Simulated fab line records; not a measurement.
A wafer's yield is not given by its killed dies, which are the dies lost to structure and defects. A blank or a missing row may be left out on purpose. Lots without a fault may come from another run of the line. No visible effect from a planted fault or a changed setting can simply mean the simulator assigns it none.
3 desks looking at one fault || flow n5-finfet || every desk sees just its own numbers, and what lay behind them comes last

THE DEFECT DESK
For each lot, the counts of the inspections along the route, averaged over the sampled wafers that have a number. Any lot whose mean is over 4 standard deviations away from the usual mean is out of limits and marked OUT; that distance is given in the brackets.
Columns: A = raw-defect-count at N5_WELL_APT_INSPECT_38, usual 14; B = raw-defect-count at N5_PMOS_HMC_CHANNEL_EPI_INSPECT_11, usual 2
{"lot": "L631", "first seen here": "day 1 16:50", "A": 12, "B": 3}
{"lot": "L635", "first seen here": "day 2 17:33", "A": 16, "B": 1}
{"lot": "L636", "first seen here": "day 2 22:47", "A": 9, "B": 3}
{"lot": "L638", "first seen here": "day 3 10:50", "A": 15, "B": 1}
{"lot": "L639", "first seen here": "day 3 17:25", "A": 14, "B": 2}
{"lot": "L640", "first seen here": "day 3 22:44", "A": 21, "B": 2}
{"lot": "L641", "first seen here": "day 4 04:59", "A": 11, "B": 1}
{"lot": "L642", "first seen here": "day 4 11:17", "A": 18, "B": 4}
{"lot": "L644", "first seen here": "day 4 23:17", "A": 19, "B": 2}
{"lot": "L648", "first seen here": "day 5 23:46", "A": 12, "B": 2}
{"lot": "L654", "first seen here": "day 7 11:08", "A": 13, "B": 1}
This desk's finding: nothing out of limits on any of the 11 lots.

DESK OF THE TOOL OWNER: implanter-01
For each lot that ran on this tool, the mean over its sampled wafers that have a number, from the tool's own readings at N5_WELL_APT_IMPLANT_14. Any lot whose mean is over 4 standard deviations away from the usual mean is out of limits and marked OUT; that distance is given in the brackets.
Columns: A = beam-energy-keV at N5_WELL_APT_IMPLANT_14, usual 160.00
{"lot": "L631", "first seen here": "day 1 14:07", "A": 160.01}
{"lot": "L635", "first seen here": "day 2 14:15", "A": 159.94}
{"lot": "L638", "first seen here": "day 3 08:02", "A": 160.01}
{"lot": "L640", "first seen here": "day 3 20:09", "A": "191.14 (+99 or more) OUT"}
{"lot": "L641", "first seen here": "day 4 02:02", "A": "191.14 (+99 or more) OUT"}
{"lot": "L642", "first seen here": "day 4 07:58", "A": "191.18 (+99 or more) OUT"}
{"lot": "L654", "first seen here": "day 7 08:01", "A": 159.95}
This desk's verdict: out of limits on L640, L641, L642, starting with L640 at day 3 20:09 (beam-energy-keV at N5_WELL_APT_IMPLANT_14). In limits: L631, L635, L638, L654.

AT THE METROLOGY DESK
What the gauges read for every lot (on any tool): the sampled wafers with a number, averaged. Any lot whose mean is over 4 standard deviations away from the usual mean is out of limits and marked OUT; that distance is given in the brackets. Shown are 7 of the 12 readings it has, namely the first that went out of limits plus those furthest out on some lot.
Columns: A = cd-nm at N5_PMOS_HMC_CHANNEL_EPI_CD_MEAS_09, usual 237.3 nm; B = DIBL_N at N5_BEOL_M4_RC_MEAS_101, usual 36.4 mV/V; C = IOFF_P at N5_BEOL_M4_RC_MEAS_101, usual 0.21 nA/um; D = ION_P at N5_BEOL_M4_RC_MEAS_101, usual 459 uA/um; E = RS_NWELL at N5_BEOL_M4_RC_MEAS_101, usual 1038 ohm/sq; F = SS_P at N5_BEOL_M4_RC_MEAS_101, usual 73.2 mV/dec; G = VT_P at N5_BEOL_M4_RC_MEAS_101, usual -250 mV
{"lot": "L631", "first seen here": "day 1 17:17", "A": 238.1, "B": 36.3, "C": 0.20, "D": 455, "E": 1037, "F": 73.4, "G": -252}
{"lot": "L635", "first seen here": "day 2 17:52", "A": 236.5, "B": 35.6, "C": 0.22, "D": 462, "E": 1033, "F": 73.5, "G": -251}
{"lot": "L636", "first seen here": "day 2 23:15", "A": 238.1, "B": 36.2, "C": 0.20, "D": 461, "E": 1038, "F": 73.0, "G": -250}
{"lot": "L638", "first seen here": "day 3 11:17", "A": 236.0, "B": 36.0, "C": 0.17, "D": 445, "E": 1049, "F": 73.0, "G": -258}
{"lot": "L639", "first seen here": "day 3 17:52", "A": 237.2, "B": 35.2, "C": 0.17, "D": 452, "E": 1040, "F": 72.8, "G": -254}
{"lot": "L640", "first seen here": "day 3 23:11", "A": 236.2, "B": 38.2, "C": 0.26, "D": 468, "E": "945 (-14) OUT", "F": 74.0, "G": -245}
{"lot": "L641", "first seen here": "day 4 05:25", "A": 236.4, "B": 37.1, "C": 0.19, "D": 455, "E": "953 (-13) OUT", "F": 73.5, "G": -254}
{"lot": "L642", "first seen here": "day 4 11:36", "A": 237.0, "B": 35.7, "C": 0.19, "D": 455, "E": "950 (-13) OUT", "F": 73.3, "G": -253}
{"lot": "L644", "first seen here": "day 4 23:43", "A": 237.1, "B": 38.5, "C": 0.22, "D": 459, "E": 1034, "F": 73.1, "G": -250}
{"lot": "L648", "first seen here": "day 6 00:05", "A": 237.5, "B": 35.7, "C": 0.20, "D": 456, "E": 1044, "F": 72.9, "G": -253}
{"lot": "L654", "first seen here": "day 7 11:28", "A": 238.8, "B": 34.2, "C": 0.23, "D": 466, "E": 1035, "F": 73.1, "G": -246}
Per this desk, out of limits: L640, L641, L642; the first was L640, day 10 09:16 (RS_NWELL at N5_BEOL_M4_RC_MEAS_101). In limits: L631, L635, L636, L638, L639, L644, L648, L654.

ALL TOGETHER
At day 3 20:09, on L640, L641, L642, the tool owner's desk was in a position to raise an alarm.
At day 10 09:16 the metrology desk could have sounded an alarm, on L640, L641, L642.
Nothing the defect desk looked at was out of limits.
The defect desk has L640, L641, L642 on record, within its limits.
The lots listed all ran N5_WELL_APT_IMPLANT_14 on implanter-01.

WHAT THE SIMULATOR HAD INSERTED
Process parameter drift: implanter-01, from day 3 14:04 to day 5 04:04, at N5_WELL_APT_IMPLANT_14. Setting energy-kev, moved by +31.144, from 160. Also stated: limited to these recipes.
Lots struck among those shown: L640, L641, L642.
Time in hours from fault onset to the first out-of-limits reading at each desk: tool owner's desk 6, metrology desk 163.
